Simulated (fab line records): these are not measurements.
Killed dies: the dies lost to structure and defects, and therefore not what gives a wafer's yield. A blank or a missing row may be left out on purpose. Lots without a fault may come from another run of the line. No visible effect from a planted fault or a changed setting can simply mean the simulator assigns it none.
Problem report, 8D (eight disciplines) form, completed by code + flow n5-finfet + the parts of the form that need people (team, actions taken, sign-off) are left out

## 1. WHAT WENT WRONG
M8_ILD_THK at N5_BEOL_M8_THK_MEAS_01 reads a mean of 117.2 nm on 2 wafers of 2 lots; wafers without a fault read 154.7 nm with a standard deviation of 1.8. Measured from the usual mean, that is -21 standard deviations.
First observed at day 12 16:04: wafer L192.4, on film-metro-02. The record has a number at this step for 32 wafers belonging to 12 lots. Rule for "out", or "out of limits": more than 4 standard deviations from the usual mean. All remaining wafers that have a number are taken as sound.

## 2. WHAT IT IS AND WHAT IT IS NOT
| question                    | is                | is not                                                                                             |
|-----------------------------|-------------------|----------------------------------------------------------------------------------------------------|
| which readings at this step | M8_ILD_THK        | -                                                                                                  |
| which lots                  | L192, L194        | L179, L182, L183, L184, L185, L195, L196, L197, L200, L201                                         |
| which wafers of those lots  | L192.4, L194.4    | L192.1, L192.2, L194.1, L194.6                                                                     |
| read on which gauges        | film-metro-02     | film-metro-01                                                                                      |
| when                        | from day 12 16:04 | up to then (15 sound wafers); but 15 sound wafers of L194, L195, L196, L197, L200, L201 came after |

## 3. THE SUSPECTS, EACH WITH WHAT RULES IT OUT
Counting: a tool at a process step up to the reading stays a suspect if it ran every lot that is out. Sound lots after the first of them don't rule it out here, since some wafers of a struck lot are sound.
- the gauge at N5_BEOL_M8_THK_MEAS_01: kept. All the wafers that are out were read on film-metro-02, and no step on other tools shows them out.
- pvd-sputter-01 at N5_BEOL_M7_DEGAS_44 (time 60 s): kept. It ran every lot that is out, first L192 (day 12 12:36).
- pecvd-01 at N5_BEOL_M8_ILD_DEP_00 (deposits SiCOH lowk from DEMS/porogen, target thk 179.75 nm, time 33.4 s): kept. Ran every lot that is out, first one L192 (day 12 15:28); last sound lot up to then L185 (day 11 03:38).
Left after counting: pvd-sputter-01 at N5_BEOL_M7_DEGAS_44, pecvd-01 at N5_BEOL_M8_ILD_DEP_00, film-metro-02 at N5_BEOL_M8_THK_MEAS_01.

## 4. THE CAUSE (what the simulator had put in)
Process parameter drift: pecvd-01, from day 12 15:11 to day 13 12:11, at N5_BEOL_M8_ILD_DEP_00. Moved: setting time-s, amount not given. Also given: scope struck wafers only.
Of the 3 suspects that counting leaves, this tool is one.

## 5. THE CHAIN OF EFFECTS, in route order
Rows list readings where the struck wafers' mean (over those with a number) sits beyond 3 standard deviations from the usual. Scope: only readings with a usual standard deviation given in the record; hours: median across lots of the time from each lot's start at the first step in this table that gives one to its start at this step; sigmas: change in usual standard deviations.
| hours | step                   | reading    | usual    | on struck wafers | change | sigmas |
|-------|------------------------|------------|----------|------------------|--------|--------|
| 0     | N5_BEOL_M8_THK_MEAS_01 | M8_ILD_THK | 154.7 nm | 117.2            | -37.5  | -21    |

## 6. WHAT WOULD HAVE CAUGHT IT SOONER
In this record the first reading out of limits at a measuring or inspecting step was taken at day 12 16:04, 1 hour after the fault began at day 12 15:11.
Tool readings at N5_BEOL_M8_ILD_DEP_00 with a usual standard deviation given in the record: none out on any struck wafer, hence no alarm at a limit of 4 standard deviations on them.
Of the lots that are out (2), L194 began N5_BEOL_M8_ILD_DEP_00 on pecvd-01 after day 12 16:04. Putting the tool on hold at that point would have spared it.
